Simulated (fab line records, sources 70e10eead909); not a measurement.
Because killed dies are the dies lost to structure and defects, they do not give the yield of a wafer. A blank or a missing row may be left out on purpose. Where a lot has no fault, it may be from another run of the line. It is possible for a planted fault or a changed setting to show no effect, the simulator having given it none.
Matching of chambers -- flow nand harc -- NHARC_P_ZERO_WELL_DESCUM_13 on rie diel-09 has 4 sister chambers
The step chemistry O2, time 3 s. 14 wafers are shown with their chamber, then 7 later ones without.

## WAFERS PAIRED WITH THEIR CHAMBERS
wafer,chamber,drypump motor current A (A),showerhead plenum p Torr (Torr),oes product au (a.u.)
L075.2,2,5.8,1.98,0.992
L075.3,0,5.2,1.94,0.984
L075.4,2,5.8,1.98,0.994
L076.1,0,5.2,1.94,0.993
L076.2,1,5.5,1.80,0.997
L076.3,2,5.7,1.98,0.986
L088.3,0,5.2,1.92,0.994
L088.4,2,5.8,1.97,0.993
L088.6,2,5.7,1.97,0.989
L089.1,1,5.5,1.79,0.996
L089.3,3,6.5,2.01,1.007
L089.4,2,5.8,1.97,0.993
L091.1,0,5.2,1.92,0.985
L091.3,2,5.8,1.96,0.988

SIGNATURES (averages over the wafers above)
reading,chamber 0,chamber 1,chamber 2,chamber 3,scatter within a chamber
drypump motor current A,5.200,5.500,5.771,6.500,0.0378
showerhead plenum p Torr,1.9300,1.7950,1.9729,2.0100,0.0089
oes product au,0.98900,0.99650,0.99071,1.00700,0.00371
Rule: for a wafer and a chamber, the distance is found by dividing, reading by reading, the gap between the wafer's reading and the chamber's mean by the reading's scatter, squaring, summing and taking the root. If the next closest chamber is less than 2 further off than the closest, the wafer can't be placed; otherwise it belongs to the closest. The scatter is the square root of a quotient: the sum, over the shown wafers, of each reading's squared deviation from its chamber's mean, divided by wafers minus chambers.

## WAFERS WITH NO CHAMBER GIVEN
wafer,drypump motor current A (A),showerhead plenum p Torr (Torr),oes product au (a.u.)
L091.4,5.5,1.79,1.001
L094.2,5.2,1.92,0.987
L094.5,5.7,1.96,0.988
L094.6,6.5,2.01,1.006
L096.1,6.5,2.00,1.005
L096.5,5.2,1.92,0.974
L096.6,6.5,2.00,1.001

## THE CHAMBER EACH PASSED THROUGH
wafer,from the rows above,in truth
L091.4,1,1
L094.2,0,0
L094.5,2,2
L094.6,3,3
L096.1,3,3
L096.5,0,0
L096.6,3,3
Placed correctly: 7 of 7. Can't be placed from these rows: 0. 0 placed wrongly.
